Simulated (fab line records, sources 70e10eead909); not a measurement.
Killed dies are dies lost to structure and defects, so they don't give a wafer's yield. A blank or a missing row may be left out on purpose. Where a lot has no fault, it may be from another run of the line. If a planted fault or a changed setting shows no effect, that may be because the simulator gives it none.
Commonality check across tools ; flow nand_harc ; 5 lots, 15 wafers sampled

WHAT PROMPTED THE OPENING
At NHARC_END_SORT_01 the reading killed_dies is flagged on 2 of 5 lots. Wafers without a fault read 58, standard deviation 16.
Rule: a lot gets a flag if all its wafers with a number sit over 4 standard deviations from that mean, or if no wafer of it has a number. As for the other lots, they are considered sound.

lot;measured;on;killed_dies, wafer by wafer;flag
L377;day 30 04:11;prober-02;677 677 677;FLAGGED
L376;day 30 12:35;prober-01;677 677 677;FLAGGED
L378;day 31 07:34;prober-02;42 54 53;
L380;day 31 17:40;prober-01;77 69 85;
L381;day 32 06:31;prober-02;55 60 32;
The mean of the flagged lots' numbers is 677, +619 from the usual (+39 standard deviations).

LOT BY LOT: THE TOOL USED
4 process steps preceding the reading are held in the record, out of 1302 steps in the route. Read each cell as the tool, then ch plus the chambers that the sampled wafers visited, then the start.
lot;flag;NHARC_A_STAIRCASE_ETCH_201;NHARC_A_STAIRCASE_ETCH_223;NHARC_A_STAIRCASE_TRIM_229;NHARC_A_STAIRCASE_ETCH_236
L377;FLAGGED;rie_diel-04 ch 2,3, day 22 02:14 or earlier;rie_diel-13 ch 0,1,2, day 22 02:14 or earlier;rie_diel-13 ch 0,1,2, day 22 02:14;rie_diel-13 ch 0,1,2, day 30 04:11 or earlier
L376;FLAGGED;rie_diel-13 ch 0,3, day 22 02:11 or earlier;rie_diel-04 ch 0,3, day 22 02:11 or earlier;rie_diel-04 ch 0,3, day 22 02:11;rie_diel-04 ch 0,1,2, day 30 12:35 or earlier
L378;;rie_diel-09 ch 0,2,3, day 23 01:39 or earlier;rie_diel-04 ch 0,1,2, day 23 01:39 or earlier;rie_diel-13 ch 0,2,3, day 23 01:39;rie_diel-13 ch 0,2,3, day 31 07:34 or earlier
L380;;rie_diel-09 ch 1,2,3, day 23 14:37 or earlier;rie_diel-09 ch 0,3, day 23 14:37 or earlier;rie_diel-09 ch 0,1, day 23 14:37;rie_diel-09 ch 0,3, day 31 17:40 or earlier
L381;;rie_diel-13 ch 0,1, day 24 04:09 or earlier;rie_diel-09 ch 1,2,3, day 24 04:09 or earlier;rie_diel-09 ch 0,3, day 24 04:09;rie_diel-09 ch 1,3, day 32 06:31 or earlier
What the steps here do:
- NHARC_A_STAIRCASE_ETCH_201: etches the open film in C4F8/O2, target depth 100 nm, time 40.5 s.
- NHARC_A_STAIRCASE_ETCH_223: etches the open film in C4F8/O2, target depth 100 nm, time 40.5 s.
- NHARC_A_STAIRCASE_TRIM_229: chemistry O2, time 211.2 s.
- NHARC_A_STAIRCASE_ETCH_236: etches the open film in C4F8/O2, target depth 100 nm, time 40.5 s.
- NHARC_END_SORT_01

FLAGGED AGAINST TOTAL, ONE TOOL AT A TIME (gauges that did the reading follow at the end)
step;tool;lots run;flagged;share of the flagged lots;sound lots run after its first flagged lot
NHARC_A_STAIRCASE_ETCH_201;rie_diel-04;1;1;some;0
NHARC_A_STAIRCASE_ETCH_201;rie_diel-09;2;0;none;-
NHARC_A_STAIRCASE_ETCH_201;rie_diel-13;2;1;some;1 (L381)
NHARC_A_STAIRCASE_ETCH_223;rie_diel-04;2;1;some;1 (L378)
NHARC_A_STAIRCASE_ETCH_223;rie_diel-09;2;0;none;-
NHARC_A_STAIRCASE_ETCH_223;rie_diel-13;1;1;some;0
NHARC_A_STAIRCASE_TRIM_229;rie_diel-04;1;1;some;0
NHARC_A_STAIRCASE_TRIM_229;rie_diel-09;2;0;none;-
NHARC_A_STAIRCASE_TRIM_229;rie_diel-13;2;1;some;1 (L378)
NHARC_A_STAIRCASE_ETCH_236;rie_diel-04;1;1;some;0
NHARC_A_STAIRCASE_ETCH_236;rie_diel-09;2;0;none;-
NHARC_A_STAIRCASE_ETCH_236;rie_diel-13;2;1;some;1 (L378)
NHARC_END_SORT_01;prober-01;2;1;some;1 (L380)
NHARC_END_SORT_01;prober-02;3;1;some;2 (L378,L381)
NHARC_A_STAIRCASE_ETCH_201 gives no start for some lots, so the hours and the order of its lots are those of NHARC_A_STAIRCASE_TRIM_229. NHARC_A_STAIRCASE_ETCH_223 gives no start for some lots, so the hours and the order of its lots are those of NHARC_A_STAIRCASE_TRIM_229. NHARC_A_STAIRCASE_ETCH_236 gives no start for some lots, so the hours and the order of its lots are those of NHARC_END_SORT_01.

WHAT IS ALLOWED BY THE TABLE
No row of the table ran every flagged lot.

WHAT THE SIMULATOR PUT IN
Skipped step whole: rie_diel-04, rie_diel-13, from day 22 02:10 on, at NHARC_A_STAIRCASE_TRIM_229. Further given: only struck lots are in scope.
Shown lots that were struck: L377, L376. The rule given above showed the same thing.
